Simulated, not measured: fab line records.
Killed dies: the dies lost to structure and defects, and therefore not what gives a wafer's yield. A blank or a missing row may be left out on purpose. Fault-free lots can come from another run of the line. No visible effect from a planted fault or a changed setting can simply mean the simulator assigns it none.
Chamber matching	flow nand_harc	4 sister chambers for NHARC_A_STAIRCASE_DESCUM_186 on rie_diel-08
The step chemistry O2, time 3 s. 4 wafers are shown with their chamber, then 7 later ones without.

## WAFERS, EACH WITH ITS CHAMBER
wafer	chamber	showerhead_plenum_p_Torr (Torr)
L083.5	2	1.96
L083.3	1	1.84
L087.1	0	1.77
L087.5	3	1.99

## WAFERS WITH NO CHAMBER GIVEN
wafer	showerhead_plenum_p_Torr (Torr)
L087.6	1.77
L086.1	1.96
L086.3	1.99
L086.4	1.77
L094.2	1.98
L094.3	1.95
L094.5	1.83

## EACH ONE'S CHAMBER
wafer	from the rows above	in truth
L087.6	0	0
L086.1	2	2
L086.3	3	3
L086.4	0	0
L094.2	can't be placed: 3 or 2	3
L094.3	2	2
L094.5	1	1
Placed correctly: 6 of 7. These rows do not allow placing 1 (true chamber among the candidates in 1). Placed wrongly: 0.
How it was worked out, from the rows above alone: a wafer's distance from a chamber is the root of the sum, over the readings, of the square of ((its reading less the chamber's mean) divided by the reading's scatter). If the next closest chamber is less than 2 further off than the closest, the wafer can't be placed; otherwise it belongs to the closest. The mean given for a chamber averages the wafers shown for that chamber. The scatter (one wafer shown for each chamber): square how far every hidden wafer sits from the nearest shown wafer, average those squares and take the square root.
